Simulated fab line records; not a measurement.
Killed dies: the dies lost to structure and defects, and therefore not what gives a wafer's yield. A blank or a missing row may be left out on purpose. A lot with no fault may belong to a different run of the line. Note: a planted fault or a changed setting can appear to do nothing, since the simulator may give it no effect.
Chamber matching ; flow n5-finfet ; N5_MOL_CONTACT_COAG_STRIP_72 on rie-diel-04 has 4 sister chambers
The step strips in N2/H2. 4 wafers are shown with their chamber, then 9 later ones without.

WAFERS PAIRED WITH THEIR CHAMBERS
wafer;chamber;showerhead-plenum-p-Torr (Torr)
L086.6;2;2.47
L089.1;3;2.50
L089.5;1;2.50
L089.6;0;2.70

WAFERS WITHOUT THEIR CHAMBER
wafer;showerhead-plenum-p-Torr (Torr)
L091.2;2.47
L091.3;2.50
L091.6;2.50
L093.2;2.47
L093.3;2.49
L093.4;2.50
L094.2;2.50
L094.3;2.70
L094.4;2.47

WHICH CHAMBER EACH ONE RAN IN
wafer;from the rows above;in truth
L091.2;2;2
L091.3;can't be placed: 1 or 3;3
L091.6;can't be placed: 1 or 3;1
L093.2;2;2
L093.3;can't be placed: 1 or 3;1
L093.4;can't be placed: 1 or 3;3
L094.2;can't be placed: 1 or 3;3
L094.3;0;0
L094.4;2;2
Correctly placed: 4 of 9. Not placeable from these rows: 5 (in 5, the candidates include the true chamber). 0 placed wrongly.
How it was worked out, from the rows above alone: a wafer's distance from a chamber is the root of the sum, over the readings, of the square of ((its reading less the chamber's mean) divided by the reading's scatter). The wafer belongs to the nearest chamber; if the next one is less than 2 further off, it can't be placed. A chamber's mean is the mean of its shown wafers. The scatter (one wafer shown for each chamber): square how far every hidden wafer sits from the nearest shown wafer, average those squares and take the square root.
